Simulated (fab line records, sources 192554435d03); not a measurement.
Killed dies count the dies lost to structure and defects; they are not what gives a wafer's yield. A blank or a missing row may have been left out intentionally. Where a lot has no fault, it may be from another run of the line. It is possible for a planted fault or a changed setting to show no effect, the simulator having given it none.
fab line records    flow n5_finfet
[record] lots = 5  wafers = 15  last_day = 16
route steps=1938 shown BEOL_M2@845
lots untouched by any fault: they come from a run of this same line in which no faults occurred
start_h: hours from the record's first day to the start of the lot's first wafer shown    wait_h: hours elapsed since this lot's preceding step    " repeats the value in the row above    L1.1+2: one row covering several wafers at once    - no value present, or no start provided    * or withheld: withheld    < > ~ a bound
route shown NAME@n: NAME is a module with steps in the file, n the number in the route of the first one    usual: mean/standard deviation of fault-free wafers    same: alike in all rows    chamber/n: place in a boat    sites: the reading at each site    _std_site: their standard deviation    _edge_site: inner sites' mean taken away from outer sites' mean    radius_mm: for every site, how far away it sits from the centre of the wafer    mask NAME#n: copy n    behind: the tool/chamber that last shaped the wafer    hold: reason for holding the lot/hours on hold/outcome of the hold    device: which transistor (n, p or np) failed to switch    end of line: tests of these same wafers at the route's end    where a step has no rows: the recipe by itself    killed: dies lost to structure and defects at the first sort, not the wafer's yield    map: shows each die of a wafer: x if killed, . if not, _ if none is there
set.NAME: the setting as run; set.NAME@STEP: as run at that earlier step    model.NAME: the simulator's own value behind a step, which no gauge read
lots seen at some steps along the route; tables by step, rows by wafer
services: a tool's chamber out of use, with start hour (start_h, from the record's first day; less than 0 if before it), hours out, and reason
[[steps]]
[step N5_BEOL_M2_COAT_61]
[recipe] resist = SOC  temp_c = 250  time_s = 60  spin_rpm = 1500  resist_thk_nm = 60
lot.wafer   tool            chamber  start_h  wait_h
L078.1+2+6  litho_track-03  0        153.96   0.1
L081.2+5+6  litho_track-03  0        177.97   0.1
L083.2+3+6  litho_track-03  0        194.90   0.1
L085.1+5+6  litho_track-03  0        206.09   0.1
L093.1+2+4  litho_track-05  0        245.81   0.1
[step N5_BEOL_M2_COAT_62]
[recipe] resist = SiARC  temp_c = 220  time_s = 60  spin_rpm = 1500  resist_thk_nm = 12
lot.wafer   tool            chamber  start_h  wait_h
L078.1+2+6  litho_track-03  0        -        -
L081.2+5+6  litho_track-03  0        -        -
L083.2+3+6  litho_track-03  0        -        -
L085.1+5+6  litho_track-03  0        -        -
L093.1+2+4  litho_track-05  0        -        -
[step N5_BEOL_M2_COAT_73]
[recipe] resist = underlayer  temp_c = 205  time_s = 60  spin_rpm = 1500  resist_thk_nm = 5
lot.wafer   tool            chamber  start_h  wait_h
L078.1+2+6  litho_track-03  0        -        -
L081.2+5+6  litho_track-03  0        -        -
L083.2+3+6  litho_track-03  0        -        -
L085.1+5+6  litho_track-03  0        -        -
L093.1+2+4  litho_track-05  0        -        -
[step N5_BEOL_M2_COAT_05]
[recipe] resist = CAR-EUV  spin_rpm = 1500  resist_thk_nm = 30
lot.wafer   tool            chamber  start_h  wait_h
L078.1+2+6  litho_track-03  0        -        -
L081.2+5+6  litho_track-03  0        -        -
L083.2+3+6  litho_track-03  0        -        -
L085.1+5+6  litho_track-03  0        -        -
L093.1+2+4  litho_track-05  0        -        -
[step N5_BEOL_M2_EBR_07]
[recipe] solvent = PGMEA  ebr_width_mm = 1.5
lot.wafer   tool            chamber  start_h  wait_h
L078.1+2+6  litho_track-03  0        -        -
L081.2+5+6  litho_track-03  0        -        -
L083.2+3+6  litho_track-03  0        -        -
L085.1+5+6  litho_track-03  0        -        -
L093.1+2+4  litho_track-05  0        -        -
[step N5_BEOL_M2_SOFTBAKE_06]
[recipe] temp_c = 110  time_s = 60  resist = CAR-EUV
lot.wafer   tool            chamber  start_h  wait_h
L078.1+2+6  litho_track-03  0        -        -
L081.2+5+6  litho_track-03  0        -        -
L083.2+3+6  litho_track-03  0        -        -
L085.1+5+6  litho_track-03  0        -        -
L093.1+2+4  litho_track-05  0        -        -
[step N5_BEOL_M2_EXPOSE_08]
[recipe] mask_id = M2  na = 0.33  source_shape = dipole  sigma_inner = 0.369  sigma_outer = 0.767  polarization = unpolarized  dose_mj = 41.25
lot.wafer   tool            chamber  start_h  wait_h  mask
L078.1+2+6  euv_scanner-01  0        154.22   -       M2#0
L081.2+5+6  euv_scanner-02  0        178.12   -       M2#0
L083.2+3+6  euv_scanner-01  0        195.17   -       M2#0
L085.1+5+6  euv_scanner-01  0        206.23   -       M2#0
L093.1+2+4  euv_scanner-02  0        245.95   -       M2#0
[step N5_BEOL_M2_PEB_09]
[recipe] peb_temp_c = 100  peb_time_s = 60  resist = CAR-EUV
lot.wafer   tool            chamber  start_h  wait_h
L078.1+2+6  litho_track-05  0        154.28   0.1
L081.2+5+6  litho_track-03  0        178.18   0.1
L083.2+3+6  litho_track-04  0        195.23   0.1
L085.1+5+6  litho_track-05  0        206.29   0.1
L093.1+2+4  litho_track-03  0        246.01   0.1
[[services]]
tool            chamber  start_h  hours  kind
litho_track-05  -        131.42   -      consumable_replace:filter
euv_scanner-02  0        165.31   -      calibration
euv_scanner-02  -        167.02   1.0    pm
euv_scanner-01  -        183.78   1.0    pm
euv_scanner-01  0        197.21   -      calibration
euv_scanner-02  -        202.63   4.6    pm
euv_scanner-02  -        215.27   0.1    repair
euv_scanner-02  -        223.17   1.0    pm
euv_scanner-01  -        228.10   1.5    repair
euv_scanner-01  -        239.93   1.0    pm
[[key]]
fault none
